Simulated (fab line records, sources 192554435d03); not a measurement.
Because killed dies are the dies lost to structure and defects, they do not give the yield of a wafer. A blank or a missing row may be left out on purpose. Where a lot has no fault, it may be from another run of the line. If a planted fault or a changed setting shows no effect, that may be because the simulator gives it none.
Matching of chambers	flow n5 finfet	N5_ILD0_CMP_07 on cmp-01 has 4 sister chambers
The step polishes SiO2 flowable, stops on poly-Si, t overpolish 1.18 s, target thk 138.88 nm. 8 wafers are shown with their chamber, then 12 later ones without.

== WAFERS PAIRED WITH THEIR CHAMBERS ==
wafer	chamber	motor current A (A)
L080.1	2	13.8
L086.1	0	11.3
L086.5	0	11.8
L087.1	1	13.4
L087.5	2	13.5
L090.3	1	12.7
L090.4	3	11.1
L090.5	3	11.8

== WAFERS WITH NO CHAMBER GIVEN ==
wafer	motor current A (A)
L092.1	13.8
L092.2	11.9
L092.6	13.0
L094.1	11.4
L094.2	11.5
L094.5	11.6
L095.2	11.8
L095.5	12.8
L095.6	11.5
L097.2	14.4
L097.3	13.1
L097.6	14.0

== THE CHAMBER EACH PASSED THROUGH ==
wafer	from the rows above	in truth
L092.1	can't be placed: 2 or 1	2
L092.2	can't be placed: 0 or 3 or 1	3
L092.6	can't be placed: 1 or 2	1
L094.1	can't be placed: 3 or 0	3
L094.2	can't be placed: 0 or 3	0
L094.5	can't be placed: 0 or 3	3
L095.2	can't be placed: 0 or 3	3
L095.5	can't be placed: 1 or 2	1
L095.6	can't be placed: 0 or 3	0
L097.2	can't be placed: 2 or 1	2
L097.3	can't be placed: 1 or 2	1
L097.6	can't be placed: 2 or 1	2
Correct placement for 0 of the 12. Can't be placed from these rows: 12 (the true chamber is among the candidates in 12). Placed wrongly: 0.
How it was worked out, from the rows above alone: a wafer's distance from a chamber is the root of the sum, over the readings, of the square of ((its reading less the chamber's mean) divided by the reading's scatter). If the next closest chamber is less than 2 further off than the closest, the wafer can't be placed; otherwise it belongs to the closest. Each chamber's mean is taken over the wafers shown for it. The scatter: take each reading less its chamber's mean, square it, sum over the shown wafers, divide by the number of wafers less the number of chambers, and take the root.
